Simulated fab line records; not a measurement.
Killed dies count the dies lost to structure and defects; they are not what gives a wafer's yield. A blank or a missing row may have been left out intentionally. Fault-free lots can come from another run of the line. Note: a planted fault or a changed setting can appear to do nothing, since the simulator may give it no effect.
Struck lot and sound lot, side by side :: flow n5_finfet :: 14 out of 1938 route steps
Sound: wafers L655.1, L655.5. The struck wafers were L666.2, L666.4, L666.6. At the end, the cause is stated.
For every step that has rows: the tool of each side, followed by ch and its chambers, followed by its first start. Under that, the readings that differ: sound wafers :: struck wafers :: difference of the means :: sigmas: that difference in standard deviations of wafers without a fault.
alike: readings with means less than 2 such deviations apart, plus words and numbers identical on both sides. not compared: withheld readings, readings lacking a value on some wafer, bounds such as >300 that could conceal the same value, and numbers that have no deviation in the record and whose values overlap.
Wherever a step has rows on one side only, a row that says differs or no value, or a row with sigmas, the two part there. When numbers do not overlap yet have no deviation, they are printed without sigmas and do not part them. A reading that every wafer of one side lacks parts them only if that side has two wafers or more.

first, 1 step without rows for these wafers: N5_MIM_TOP_LITHO_HARDBAKE_09 (time 120 s).
N5_MIM_TOP_LITHO_CD_MEAS_08: the cd target is 2000 nm.
  sound on cd_sem-01 ch 0, day 15 19:23; struck on cd_sem-01 ch 0, day 16 22:10
  alike: cd_nm
N5_MIM_TOP_LITHO_OVL_MEAS_11:
  sound on overlay-01 ch 0, day 15 19:25; struck on overlay-01 ch 0, day 16 22:13
reading: MIM_TOP_OVL (nm)
sound: 0 -2
struck: -19 -12 -16
difference: -15
sigmas: -2
N5_MIM_TOP_LITHO_INSPECT_12: inspects for defects (macro).
  struck on defect_inspect-02, day 16 22:14; sound on defect_inspect-01, day 15 19:26
  alike: raw_defect_count
N5_MIM_TOP_LITHO_DESCUM_10: chemistry O2, time 7.9 s.
  sound on rie_diel-04 ch 1, day 15 19:28; struck on rie_diel-05 ch 2,3, day 16 22:16
  alike: drypump_motor_current_A, oes_product_au, rf_vpp_V, showerhead_plenum_p_Torr, throttle_valve_pct
  not compared: rf_hours_counter_h
N5_MIM_TOP_ETCH_ETCH_00: etches TiN in Cl2/BCl3, target depth 38.5 nm.
  sound on rie_metal-03 ch 0,1, day 15 19:35; struck on rie_metal-01 ch 0,1, day 16 22:21
reading: drypump_motor_current_A (A)
sound: 6.3 6.0
struck: 5.0 5.5 5.5
difference: -0.8
sigmas: -2
  alike: oes_product_au, throttle_valve_pct
  not compared: rf_hours_counter_h
N5_MIM_TOP_ETCH_STRIP_01: strips in O2.
  sound on rie_diel-01 ch 0,2, day 15 19:45; struck on rie_diel-01 ch 0,1,3, day 16 22:29
  alike: drypump_motor_current_A, oes_product_au, rf_vpp_V, showerhead_plenum_p_Torr, throttle_valve_pct
  not compared: rf_hours_counter_h
N5_MIM_TOP_ETCH_PECVD_03: deposits SiNx from SiH4/NH3/N2, target thk 20 nm, time 17.6 s.
  sound on pecvd-02 ch 0,2, day 15 19:49; struck on pecvd-04 ch 0,1,2, day 16 22:34
  alike: heater_power_outer_w, heater_power_w, showerhead_plenum_p_Torr, showerhead_vpp_V, throttle_valve_pct
then, 4 steps without rows for these wafers: N5_MIM_BOT_LITHO_HMDS_01 (time 60 s); N5_MIM_BOT_LITHO_COAT_02; N5_MIM_BOT_LITHO_EBR_04; N5_MIM_BOT_LITHO_SOFTBAKE_03 (time 90 s).
N5_MIM_BOT_LITHO_EXPOSE_05: exposes mask MIM BOT.
  struck on krf_scanner-02, day 16 22:44; sound on krf_scanner-01 ch 0, day 15 20:07
  no value came back on the struck wafers for exposure_dose_mJ_cm2, focus_offset_nm (nm), stage_vel_mm_s (mm/s); on the sound wafers exposure_dose_mJ_cm2 reads 24.213 24.257
  alike: mask
following that, these wafers have no rows for 1 step: N5_MIM_BOT_LITHO_PEB_06.

== WHERE THEY PART ==
At N5_MIM_TOP_LITHO_OVL_MEAS_11 first; at N5_MIM_BOT_LITHO_EXPOSE_05 last (within this record only).

WHY: what had been put in by the simulator
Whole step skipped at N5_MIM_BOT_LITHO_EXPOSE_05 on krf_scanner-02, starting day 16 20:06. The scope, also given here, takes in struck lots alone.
